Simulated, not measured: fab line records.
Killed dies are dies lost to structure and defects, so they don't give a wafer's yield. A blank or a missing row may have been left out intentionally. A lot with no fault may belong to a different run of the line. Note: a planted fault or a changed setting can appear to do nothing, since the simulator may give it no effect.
Comparing a struck lot with a sound one -- flow nandHarc -- 24 steps out of a route of 1302
Sound: these wafers, L538.3, L538.4, L538.6. Wafers L552.1, L552.2, L552.4 were the ones struck. The cause comes at the end.
For every step that has rows: the tool of each side, followed by ch and its chambers, followed by its first start. Under that, the readings that differ: sound wafers -- struck wafers -- difference of the means -- sigmas: that difference in standard deviations of wafers without a fault.
alike: a reading whose means differ by less than 2 such deviations, as well as words and numbers matching on both sides. not compared: withheld readings; readings where some wafer has no value; bounds like >300 that might hide an equal value; numbers whose values overlap and for which the record gives no deviation.
Wherever a step has rows on one side only, a row that says differs or no value, or a row with sigmas, the two part there. Numbers that have no deviation but don't overlap get no sigmas and don't part them. A reading that every wafer of one side lacks parts them only if that side has two wafers or more.

first, 1 step without rows for these wafers: NHARC_A_M0_SRD_25.
NHARC_A_M0_INSPECT_27:
  struck on defectInspect-01, day 28 21:07; sound on defectInspect-01, day 23 07:47
reading,sound,struck,difference,sigmas
rawDefectCount,428 342 406,554 849 608,+278,+2
NHARC_A_M0_PRE_CLEAN_31: time 12 s.
  sound on pecvd-01 ch 0,1,2, day 23 07:51; struck on pecvd-03 ch 0,2, day 28 21:11
  alike: heaterPowerOuterW, heaterPowerW
NHARC_A_M0_DEP_32: deposits SiCN, target thk 30 nm.
  sound on pecvd-01 ch 0,1,2, day 23 07:55; struck on pecvd-03 ch 0,2, day 28 21:16
  alike: heaterPowerOuterW, heaterPowerW
then, 7 steps without rows for these wafers: NHARC_A_M1_DEP_00 (deposits SiOC, target thk 182.5 nm); NHARC_A_M1_DEHYDRATE_01 (time 120 s); NHARC_A_M1_HMDS_02 (time 30 s); NHARC_A_M1_COAT_34 (time 65 s); NHARC_A_M1_COAT_03 (resist thk 90 nm); NHARC_A_M1_SOFTBAKE_04 (time 55 s); NHARC_A_M1_EBR_05.
NHARC_A_M1_EXPOSE_06: exposes mask A M1, target cd 120 nm.
  sound on arfiScanner-01 ch 0, day 23 08:55; struck on arfiScanner-01 ch 0, day 28 22:31
reading,sound,struck,difference,sigmas
exposureDoseMJCm2,75.07 75.16 75.09,54.13 54.26 54.32,-20.87,-99 or more
  alike: mask
then, 2 steps without rows for these wafers: NHARC_A_M1_PEB_07 (peb time 65 s); NHARC_A_M1_DEVELOP_08 (develop time 35 s).
NHARC_A_M1_CD_MEAS_09: the cd target is 120 nm.
  sound on cdSem-03 ch 0, day 23 09:04; struck on cdSem-03 ch 0
reading,sound,struck,difference,sigmas
cdNm (nm),120.2 119.8 120.4,101.2 101.1 100.8,-19.1,-32
  not compared: hold
NHARC_A_M1_OVL_MEAS_10: pitch 240 nm.
  struck on overlay-02, day 29 01:47; sound on overlay-01, day 23 09:08
reading,sound,struck,difference,sigmas
hold,- - -,awaitDispo/2.9h/release awaitDispo/2.9h/release awaitDispo/2.9h/release,no value on the sound wafers,
  alike: overlayXNm, overlayYNm
NHARC_A_M1_INSPECT_11:
  struck on defectInspect-01, day 29 01:49; sound on defectInspect-01, day 23 09:11
reading,sound,struck,difference,sigmas
rawDefectCount,18 21 27,100 94 95,+74,+2
NHARC_A_M1_DESCUM_14: chemistry O2, time 3 s.
  sound on rieDiel-02 ch 1,2, day 23 09:14; struck on rieDiel-12 ch 1,2,3, day 29 01:53
reading,sound,struck,difference,sigmas
drypumpMotorCurrentA (A),6.3 6.0 6.3,5.4 4.8 5.6,-0.9,-2
model.A_M1.cdNm (nm),120.6 120.5 120.3,101.6 100.9 101.2,-19.2,
  alike: oesProductAu, rfVppV, showerheadPlenumPTorr, throttleValvePct
  not compared: rfHoursCounterH
NHARC_A_M1_ETCH_35: etches the open film in N2/H2, target depth 40 nm, overetch 12 nm, time 43.94 s.
  sound on rieDiel-02 ch 1,2, day 23 09:20; struck on rieDiel-12 ch 0,2,3, day 29 01:58
reading,sound,struck,difference,sigmas
drypumpMotorCurrentA (A),6.0 6.4 6.4,4.8 5.5 5.4,-1.0,-2
  alike: oesProductAu, rfVppV, showerheadPlenumPTorr, throttleValvePct
  not compared: rfHoursCounterH
NHARC_A_M1_ETCH_15: etches the open film in C4F8/Ar, target depth 182.5 nm, time 91.2 s.
  sound: rieDiel-02 ch 0,2; struck: rieDiel-12 ch 0,1,2
  alike: oesProductAu, rfVppV
  not compared: rfHoursCounterH
NHARC_A_M1_CD_MEAS_16:
  struck on cdSem-01, day 29 02:22; sound on cdSem-02, day 23 09:33
reading,sound,struck,difference,sigmas
cdNm (nm),120.5 120.0 119.9,100.8 101.2 100.3,-19.4,-25
  not compared: hold
NHARC_A_M1_STRIP_18: strips in N2/H2.
  sound on rieDiel-12 ch 0,2, day 23 09:37; struck on rieDiel-04 ch 0,2,3, day 29 07:40
reading,sound,struck,difference,sigmas
hold,- - -,awaitDispo/5.2h/release awaitDispo/5.2h/release awaitDispo/5.2h/release,no value on the sound wafers,
  alike: drypumpMotorCurrentA, oesProductAu, rfVppV, showerheadPlenumPTorr, throttleValvePct
  not compared: rfHoursCounterH
NHARC_A_M1_ETCH_28: etches the open film in CF4/N2, target depth 30 nm, time 72.99 s.
  sound: rieDiel-12 ch 0,1,3; struck: rieDiel-04 ch 1,2,3
reading,sound,struck,difference,sigmas
model.A_M1.cdNm (nm),121.6 120.7 120,100.3 101.6 100.6,-19.9,
  alike: drypumpMotorCurrentA, oesProductAu, rfVppV, showerheadPlenumPTorr, throttleValvePct
  not compared: rfHoursCounterH
then, 1 step without rows for these wafers: NHARC_A_M1_STRIP_19 (strips in post etch residue remover, time 600 s).

WHERE THEY PART
Earliest at NHARC_A_M0_INSPECT_27; latest, in this record, at NHARC_A_M1_STRIP_18. Later steps at which nothing parts them and some readings are alike: NHARC_A_M1_ETCH_28.

WHY: what had been put in by the simulator
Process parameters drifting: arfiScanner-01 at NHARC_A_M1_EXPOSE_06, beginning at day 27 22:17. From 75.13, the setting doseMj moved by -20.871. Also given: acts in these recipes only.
